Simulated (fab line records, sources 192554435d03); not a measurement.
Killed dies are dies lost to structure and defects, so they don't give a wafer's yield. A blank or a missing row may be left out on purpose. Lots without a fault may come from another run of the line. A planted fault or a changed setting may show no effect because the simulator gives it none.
Chamber matching | flow n5_finfet | N5_BEOL_M10_ALD_74 on ald_metal-03: 4 sister chambers
The step deposits TaN, target thk 2 nm, pulse time 2 s, purge time 3 s. 20 wafers are shown with their chamber, then 10 later ones without.

WAFERS WITH THEIR CHAMBER
wafer  | chamber | heater_power_w (W)
L074.2 | 3       | 315
L074.5 | 1       | 445
L074.6 | 0       | 367
L076.2 | 1       | 446
L076.4 | 2       | 436
L076.6 | 2       | 415
L086.1 | 3       | 320
L086.2 | 1       | 456
L086.4 | 0       | 381
L090.1 | 2       | 425
L090.3 | 1       | 439
L090.6 | 1       | 439
L091.4 | 1       | 441
L091.5 | 2       | 421
L091.6 | 1       | 438
L092.1 | 0       | 374
L092.4 | 1       | 447
L092.6 | 2       | 418
L093.1 | 0       | 385
L093.4 | 1       | 448

SIGNATURES (means of the wafers above)
reading        | chamber 0 | chamber 1 | chamber 2 | chamber 3 | scatter within a chamber
heater_power_w | 376.75    | 444.33    | 423.00    | 317.50    | 6.78
Rule: a wafer's distance from a chamber is the root of the sum, over the readings, of the square of ((its reading less the chamber's mean) divided by the reading's scatter). The wafer belongs to the nearest chamber; if the next one is less than 2 further off, it can't be placed. The scatter: the root of (the sum of the squares of (reading less its chamber's mean) over the shown wafers, divided by (wafers less chambers)).

WAFERS WITHOUT THEIR CHAMBER
wafer  | heater_power_w (W)
L093.5 | 439
L095.1 | 419
L095.3 | 323
L095.4 | 372
L094.2 | 438
L094.3 | 322
L094.4 | 431
L097.1 | 370
L097.4 | 420
L097.5 | 318

WHICH CHAMBER EACH WENT THROUGH
wafer  | from the rows above     | in truth
L093.5 | can't be placed: 1 or 2 | 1
L095.1 | 2                       | 2
L095.3 | 3                       | 3
L095.4 | 0                       | 0
L094.2 | can't be placed: 1 or 2 | 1
L094.3 | 3                       | 3
L094.4 | can't be placed: 2 or 1 | 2
L097.1 | 0                       | 0
L097.4 | 2                       | 2
L097.5 | 3                       | 3
Placed correctly: 7 of 10. Can't be placed from these rows: 3 (the true chamber is among the candidates in 3). Placed wrongly: 0.
